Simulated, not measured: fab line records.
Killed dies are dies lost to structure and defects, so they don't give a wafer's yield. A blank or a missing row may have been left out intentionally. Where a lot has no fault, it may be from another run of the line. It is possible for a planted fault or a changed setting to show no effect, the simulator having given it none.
Chamber matching || flow n5Finfet || N5_GATE_CUT_CMP_23 on cmp-02 has 4 sister chambers
The step polishes, stops on SiO2, t overpolish 23.4 s, target thk 16 nm. 4 wafers are shown with their chamber, then 8 later ones without.

WAFERS PAIRED WITH THEIR CHAMBERS
{"wafer": "L081.3", "chamber": 2, "motorCurrentA (A)": 9.6}
{"wafer": "L085.1", "chamber": 0, "motorCurrentA (A)": 10.8}
{"wafer": "L087.5", "chamber": 1, "motorCurrentA (A)": 9.5}
{"wafer": "L091.3", "chamber": 3, "motorCurrentA (A)": 10.2}

WAFERS WITH NO CHAMBER GIVEN
{"wafer": "L091.4", "motorCurrentA (A)": 10.9}
{"wafer": "L091.5", "motorCurrentA (A)": 9.0}
{"wafer": "L093.3", "motorCurrentA (A)": 10.9}
{"wafer": "L093.5", "motorCurrentA (A)": 10.7}
{"wafer": "L093.6", "motorCurrentA (A)": 11.2}
{"wafer": "L097.3", "motorCurrentA (A)": 8.9}
{"wafer": "L097.5", "motorCurrentA (A)": 9.3}
{"wafer": "L097.6", "motorCurrentA (A)": 10.0}

WHICH CHAMBER EACH ONE RAN IN
{"wafer": "L091.4", "from the rows above": "can't be placed: 0 or 3", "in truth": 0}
{"wafer": "L091.5", "from the rows above": "can't be placed: 1 or 2", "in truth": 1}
{"wafer": "L093.3", "from the rows above": "can't be placed: 0 or 3", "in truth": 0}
{"wafer": "L093.5", "from the rows above": "can't be placed: 0 or 3", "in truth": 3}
{"wafer": "L093.6", "from the rows above": "can't be placed: 0 or 3", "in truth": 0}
{"wafer": "L097.3", "from the rows above": "can't be placed: 1 or 2", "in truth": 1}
{"wafer": "L097.5", "from the rows above": "can't be placed: 1 or 2", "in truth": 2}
{"wafer": "L097.6", "from the rows above": "can't be placed: 3 or 2 or 1 or 0", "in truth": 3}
Placed correctly: 0 of 8. These rows do not allow placing 8 (true chamber among the candidates in 8). Placed wrongly: 0.
How it was worked out, from the rows above alone: a wafer's distance from a chamber is the root of the sum, over the readings, of the square of ((its reading less the chamber's mean) divided by the reading's scatter). If the next closest chamber is less than 2 further off than the closest, the wafer can't be placed; otherwise it belongs to the closest. For every chamber, the mean is computed from those of its wafers that are shown. The scatter: root of mean squared gap, hidden wafer to nearest shown wafer, with one shown wafer a chamber.
